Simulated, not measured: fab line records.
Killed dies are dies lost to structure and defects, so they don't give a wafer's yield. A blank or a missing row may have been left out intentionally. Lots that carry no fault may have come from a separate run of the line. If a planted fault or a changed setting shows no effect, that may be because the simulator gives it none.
Chamber matching + flow n5 finfet + pecvd-02 running N5_BEOL_M14_DEP_53: 3 sister chambers
The step deposits SiCN from 3MS/NH3, target thk 50 nm, time 17.8 s. 20 wafers are shown with their chamber, then 10 later ones without.

== WAFERS WITH THEIR CHAMBER ==
| wafer  | chamber | throttle valve pct (%) | showerhead plenum p Torr (Torr) |
|--------|---------|------------------------|---------------------------------|
| L074.2 | 0       | 19.1                   | 4.15                            |
| L074.3 | 1       | 19.1                   | 4.15                            |
| L074.5 | 0       | 19.1                   | 4.17                            |
| L075.3 | 0       | 18.8                   | 4.16                            |
| L075.5 | 0       | 19.1                   | 4.15                            |
| L075.6 | 2       | 17.2                   | 4.19                            |
| L077.3 | 2       | 17.4                   | 4.21                            |
| L077.4 | 1       | 18.8                   | 4.16                            |
| L077.6 | 2       | 17.2                   | 4.21                            |
| L079.4 | 2       | 17.5                   | 4.22                            |
| L079.5 | 2       | 17.2                   | 4.20                            |
| L079.6 | 1       | 19.0                   | 4.16                            |
| L083.4 | 2       | 17.3                   | 4.20                            |
| L083.5 | 1       | 18.9                   | 4.14                            |
| L083.6 | 0       | 19.0                   | 4.16                            |
| L084.4 | 2       | 17.2                   | 4.20                            |
| L084.5 | 0       | 19.1                   | 4.16                            |
| L084.6 | 1       | 19.0                   | 4.15                            |
| L082.1 | 0       | 19.4                   | 4.15                            |
| L082.4 | 2       | 17.1                   | 4.21                            |

SIGNATURES, as means of the wafers listed above
| reading                  | chamber 0 | chamber 1 | chamber 2 | scatter within a chamber |
|--------------------------|-----------|-----------|-----------|--------------------------|
| throttle valve pct       | 19.086    | 18.960    | 17.262    | 0.145                    |
| showerhead plenum p Torr | 4.1571    | 4.1520    | 4.2050    | 0.00848                  |
Rule: a wafer's distance from a chamber is the root of the sum, over the readings, of the square of ((its reading less the chamber's mean) divided by the reading's scatter). If the next closest chamber is less than 2 further off than the closest, the wafer can't be placed; otherwise it belongs to the closest. The scatter: take each reading less its chamber's mean, square it, sum over the shown wafers, divide by the number of wafers less the number of chambers, and take the root.

== WAFERS WITH NO CHAMBER GIVEN ==
| wafer  | throttle valve pct (%) | showerhead plenum p Torr (Torr) |
|--------|------------------------|---------------------------------|
| L082.6 | 19.2                   | 4.16                            |
| L088.1 | 19.1                   | 4.16                            |
| L088.2 | 17.5                   | 4.20                            |
| L088.4 | 17.2                   | 4.20                            |
| L094.2 | 17.3                   | 4.21                            |
| L094.4 | 18.9                   | 4.14                            |
| L094.5 | 17.5                   | 4.20                            |
| L095.2 | 17.6                   | 4.21                            |
| L095.3 | 19.3                   | 4.16                            |
| L095.4 | 19.0                   | 4.17                            |

== THE CHAMBER EACH PASSED THROUGH ==
| wafer  | from the rows above     | in truth |
|--------|-------------------------|----------|
| L082.6 | can't be placed: 0 or 1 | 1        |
| L088.1 | can't be placed: 0 or 1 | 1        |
| L088.2 | 2                       | 2        |
| L088.4 | 2                       | 2        |
| L094.2 | 2                       | 2        |
| L094.4 | can't be placed: 1 or 0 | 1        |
| L094.5 | 2                       | 2        |
| L095.2 | 2                       | 2        |
| L095.3 | can't be placed: 0 or 1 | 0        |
| L095.4 | can't be placed: 0 or 1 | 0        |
Correct placement for 5 of the 10. Can't be placed from these rows: 5 (the true chamber is among the candidates in 5). Placed wrongly: 0.
